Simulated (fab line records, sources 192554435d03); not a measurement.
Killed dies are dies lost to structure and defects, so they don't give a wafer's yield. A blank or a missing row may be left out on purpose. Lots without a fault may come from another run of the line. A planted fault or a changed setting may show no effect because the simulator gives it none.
Split-lot experiment | flow n5_finfet | 7 lots, 21 wafers read, on a route of 1938 steps

THE SPLIT
At N5_BEOL_M10_PECVD_70 (deposits SiO2 from TEOS/O2, target thk 20 nm, time 22.7 s), the setting temp_c was moved away from the recipe's 400 C on 6 of the 21 wafers read, by -3.8% to +2.0%. The other wafers ran this setting at the recipe's value.

FROM THE SPLIT TO THE READING: what the file shows between them, 6 steps
- N5_BEOL_M10_ETCH_62: etches SOC in N2/H2, target depth 110 nm, overetch 22 nm, time 165 s (also split here: time_s)
- N5_BEOL_M10_EXPOSE_25: exposes mask V9 (also split here: dose_mj)
- N5_BEOL_M10_PEB_26: peb time 60 s
- N5_BEOL_M10_DEVELOP_27: develop time 30 s
- N5_BEOL_M10_CD_MEAS_28: target cd 70 nm
- N5_BEOL_M10_STRIP_77: strips in N2/H2, time 10 s

THE READING
SiO2_of_BEOL_M10_PECVD_70.thk_nm (the simulator's own value, which no gauge read), in nm, at N5_BEOL_M10_HM_STRIP_39 (strips TiN in peroxide tin strip, target depth 25 nm, time 158 s). The file gives no usual value for it. The 15 wafers here that ran the recipe average 19.7 nm, standard deviation 0.45 nm.

wafer  | tool, chamber at the split | temp_c as run, C | against the recipe | SiO2_of_BEOL_M10_PECVD_70.thk_nm, nm | against lot-mates on the recipe
L078.1 | pecvd-03, 0                | 400              | recipe             | 19.4                                 | -
L078.2 | pecvd-03, 2                | 385.2            | -3.7%              | 21.6                                 | +2.0
L078.4 | pecvd-03, 0                | 400              | recipe             | 19.8                                 | -
L082.1 | pecvd-01, 2                | 400              | recipe             | 19.8                                 | -
L082.2 | pecvd-01, 1                | 384.6            | -3.8%              | 22                                   | +2.0
L082.5 | pecvd-01, 1                | 400              | recipe             | 20.2                                 | -
L084.2 | pecvd-01, 0                | 393.9            | -1.5%              | 20                                   | +0.4
L084.3 | pecvd-01, 1                | 400              | recipe             | 19.6                                 | -
L084.6 | pecvd-01, 1                | 400              | recipe             | 19.6                                 | -
L089.2 | pecvd-04, 1                | 400              | recipe             | 19.4                                 | -
L089.4 | pecvd-04, 0                | 393.8            | -1.5%              | 20.8                                 | +1.4
L089.6 | pecvd-04, 2                | 393.8            | -1.5%              | 20.6                                 | +1.2
L091.3 | pecvd-04, 0                | 400              | recipe             | 20                                   | -
L091.5 | pecvd-04, 2,0              | 400              | recipe             | 20                                   | -
L091.6 | pecvd-04, 2,0              | 400              | recipe             | 20.2                                 | -
L094.1 | pecvd-03, 1                | 400              | recipe             | 18.8                                 | -
L094.4 | pecvd-03, 2                | 400              | recipe             | 20.4                                 | -
L094.5 | pecvd-03, 1                | 400              | recipe             | 19.4                                 | -
L095.3 | pecvd-03, 1                | 400              | recipe             | 19.2                                 | -
L095.4 | pecvd-03, 0                | 408.2            | +2.0%              | 18.4                                 | -0.7
L095.5 | pecvd-03, 1                | 400              | recipe             | 19                                   | -
Where a row lists several chambers, the file gives one row for several wafers and doesn't say which wafer went through which chamber.

THE FIT
A straight line over all 21 wafers: SiO2_of_BEOL_M10_PECVD_70.thk_nm changes by -0.57 nm for each +1% of temp_c; r = -0.88; the points scatter about the line by 0.42 nm.
The same after taking each lot's own level away (the mean of its wafers on the recipe; 21 wafers): -0.519 nm for each +1%; r = -0.90; scatter 0.35 nm.
On that fit, the largest move of temp_c shifts the reading by 2 nm.
The lots' own levels span 19.10 to 20.07 nm, that is 2.2 times the standard deviation above.
So the lot-to-lot level changes the slope little: the two slopes agree.
Check: with one of the wafers moved furthest among these (-3.8%) left out of the fit, the line predicts +2.07 nm for it against its lot-mates. It came out at +2 nm against them.

OTHER SPLITS ON THESE WAFERS
These wafers also went through other splits before the reading. Each is held against what the fit with the lots' levels taken away leaves over:
other split on the same wafers   | wafers away from the commonest value | r with SiO2_of_BEOL_M10_PECVD_70.thk_nm (lot level and that fit taken away)
N5_BEOL_M7_DESCUM_33 time_s      | 5                                    | -0.19
N5_BEOL_M7_TRENCH_ETCH_37 time_s | 6                                    | -0.06
N5_BEOL_M10_ETCH_62 time_s       | 9                                    | +0.01
N5_BEOL_M10_EXPOSE_25 dose_mj    | 6                                    | -0.13

THE WHOLE CHAIN: every reading that the file lists as answering this split, in the file's order
step                    | what it does                                                     | reading                                                                           | change (the file's fit)               | r (the file's)
N5_BEOL_M10_PECVD_70    | deposits SiO2 from TEOS/O2, target thk 20 nm, time 22.7 s        | SiO2_of_BEOL_M10_PECVD_70.thk_nm (the simulator's own value, which no gauge read) | -0.528 nm for each +1% of the setting | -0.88
N5_BEOL_M10_HM_STRIP_39 | strips TiN in peroxide tin strip, target depth 25 nm, time 158 s | SiO2_of_BEOL_M10_PECVD_70.thk_nm (the simulator's own value, which no gauge read) | -0.512 nm for each +1% of the setting | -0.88

THE FILE'S OWN FIT
SiO2_of_BEOL_M10_PECVD_70.thk_nm changes by -0.512 nm for each +1% of temp_c, r = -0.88.
